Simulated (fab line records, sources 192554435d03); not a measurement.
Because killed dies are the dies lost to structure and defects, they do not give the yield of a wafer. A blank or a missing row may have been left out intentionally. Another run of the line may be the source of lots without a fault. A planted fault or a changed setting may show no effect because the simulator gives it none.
Split-lot study	flow n5_finfet	7 lots, 39 wafers read, on a route of 1938 steps

ON THE SPLIT
At N5_HKMG_FIN_HK_ALD_01 (deposits HfO2, target thk 1.6 nm, pulse time 3 s, purge time 3 s), the setting ald_cycles was moved away from the recipe's 30 on 12 of the 39 wafers read, by -40.0% to -16.7%. All remaining wafers had this setting at the recipe value.

FROM THE SPLIT TO THE READING: what the file shows between them, 4 steps
- N5_HKMG_FIN_HK_ANNEAL_02: time 30 s
- N5_HKMG_FIN_ALD_74: deposits La2O3, target thk 0.5 nm, pulse time 6 s, co reactant pulse time 1 s
- N5_HKMG_FIN_WET_ETCH_82: etches La2O3 in dHCl, stops on HfO2, target depth 2 nm, rinse time 30 s
- N5_HKMG_FIN_ALD_36: deposits TiN, target thk 1 nm, pulse time 1 s, purge time 3 s

THE READING
HK_THK, in nm, at N5_HKMG_FIN_THK_MEAS_70 (measures by xrf). A value of 1.577 nm with a standard deviation of 0.02 nm is what fault-free wafers of this fab line usually give.

wafer	tool, chamber at the split	ald_cycles as run	against the recipe	HK_THK, nm	against lot-mates on the recipe
L074.1	ald_hk-01, 1,3,2,0,1,2	30	recipe	1.585	-
L074.2	ald_hk-01, 1,3,2,0,1,2	30	recipe	1.585	-
L074.3	ald_hk-01, 1,3,2,0,1,2	30	recipe	1.553	-
L074.4	ald_hk-01, 1,3,2,0,1,2	30	recipe	1.568	-
L074.5	ald_hk-01, 1,3,2,0,1,2	30	recipe	1.580	-
L074.6	ald_hk-01, 1,3,2,0,1,2	30	recipe	1.585	-
L075.1	ald_hk-01, 0,2,1	25	-16.7%	1.307	-0.267
L075.2	ald_hk-01, 3,1,2	30	recipe	1.580	-
L075.3	ald_hk-01, 3,1,2	30	recipe	1.568	-
L075.4	ald_hk-01, 0,2,1	25	-16.7%	1.321	-0.253
L075.5	ald_hk-01, 0,2,1	25	-16.7%	1.326	-0.248
L075.6	ald_hk-01, 3,1,2	30	recipe	1.573	-
L080.1	ald_hk-01, 3,0,2,1,3,2	30	recipe	1.597	-
L080.2	ald_hk-01, 3,0,2,1,3,2	30	recipe	1.578	-
L080.3	ald_hk-01, 3,0,2,1,3,2	30	recipe	1.588	-
L080.4	ald_hk-01, 3,0,2,1,3,2	30	recipe	1.566	-
L080.5	ald_hk-01, 3,0,2,1,3,2	30	recipe	1.525	-
L080.6	ald_hk-01, 3,0,2,1,3,2	30	recipe	1.611	-
L083.1	ald_hk-02, 3,1,0	20	-33.3%	1.046	-0.522
L083.2	ald_hk-02, 3,1,0	20	-33.3%	1.048	-0.520
L083.3	ald_hk-02, 2,0,3	30	recipe	1.554	-
L083.4	ald_hk-02, 2,0,3	30	recipe	1.575	-
L083.5	ald_hk-02, 2,0,3	30	recipe	1.576	-
L083.6	ald_hk-02, 3,1,0	20	-33.3%	1.039	-0.529
L084.1	ald_hk-03, 0,1,2	30	recipe	1.559	-
L084.2	ald_hk-03, 0,1,2	30	recipe	1.602	-
L084.3	ald_hk-03, 0,1,2	30	recipe	1.589	-
L084.4	ald_hk-03, 3,0,1	19	-36.7%	0.999	-0.584
L084.5	ald_hk-03, 3,0,1	19	-36.7%	1.021	-0.562
L084.6	ald_hk-03, 3,0,1	19	-36.7%	0.982	-0.601
L088.3	ald_hk-03, 0,3,2	30	recipe	1.581	-
L088.5	ald_hk-03, 0,3,2	30	recipe	1.562	-
L088.6	ald_hk-03, 0,3,2	30	recipe	1.593	-
L096.1	ald_hk-03, 1,3,0	18	-40.0%	0.999	-0.610
L096.2	ald_hk-03, 1,3,0	18	-40.0%	0.949	-0.660
L096.3	ald_hk-03, 0,2,3	30	recipe	1.616	-
L096.4	ald_hk-03, 0,2,3	30	recipe	1.601	-
L096.5	ald_hk-03, 0,2,3	30	recipe	1.610	-
L096.6	ald_hk-03, 1,3,0	18	-40.0%	0.949	-0.660
The file does not say which wafer passed through which chamber wherever a row lists several chambers: such a row stands for several wafers.

FIT RESULTS
A straight line over all 39 wafers: HK_THK changes by +0.0157 nm for each +1% of ald_cycles; r = +1.00; the points scatter about the line by 0.02 nm.
The same after taking each lot's own level away (the mean of its wafers on the recipe; 39 wafers): +0.0159 nm for each +1%; r = +1.00; scatter 0.017 nm.
The reading moves by 0.64 nm for the largest change in ald_cycles, on that fit.
From 1.5683 to 1.6090 nm: that is the span of the lots' own levels, equal to 2.0 times the standard deviation above.
So the lot-to-lot level changes the slope little: the two slopes agree.
Check: -0.639 nm against its lot-mates is what the line predicts for one of the wafers moved furthest among these (-40.0%) when that wafer is left out of the fit. Against them it came out at -0.61 nm.

THESE WAFERS: OTHER SPLITS
Other splits were also applied to these wafers ahead of the reading. Each is held against what the fit with the lots' levels taken away leaves over:
other split on the same wafers	wafers away from the commonest value	r with HK_THK (lot level and that fit taken away)
N5_FIN_SAQP_HM_DEP_03 time_s	18	-0.01
N5_SD_EPI_N_EPI_21 epi_growth_time_s	18	-0.16

THE WHOLE CHAIN: every reading that the file lists as answering this split, in the file's order
step	what it does	reading	change (the file's fit)	r (the file's)
N5_HKMG_FIN_HK_ALD_01	deposits HfO2, target thk 1.6 nm, pulse time 3 s, purge time 3 s	HfO2_of_HKMG_FIN_HK_ALD_01.thk_nm (the simulator's own value, which no gauge read)	+0.016 nm for each +1% of the setting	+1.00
N5_HKMG_FIN_THK_MEAS_70	measures by xrf	HK_THK	+0.0159 for each +1% of the setting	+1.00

FILE'S OWN FIT
HK_THK changes by +0.0159 nm for each +1% of ald_cycles, r = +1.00.
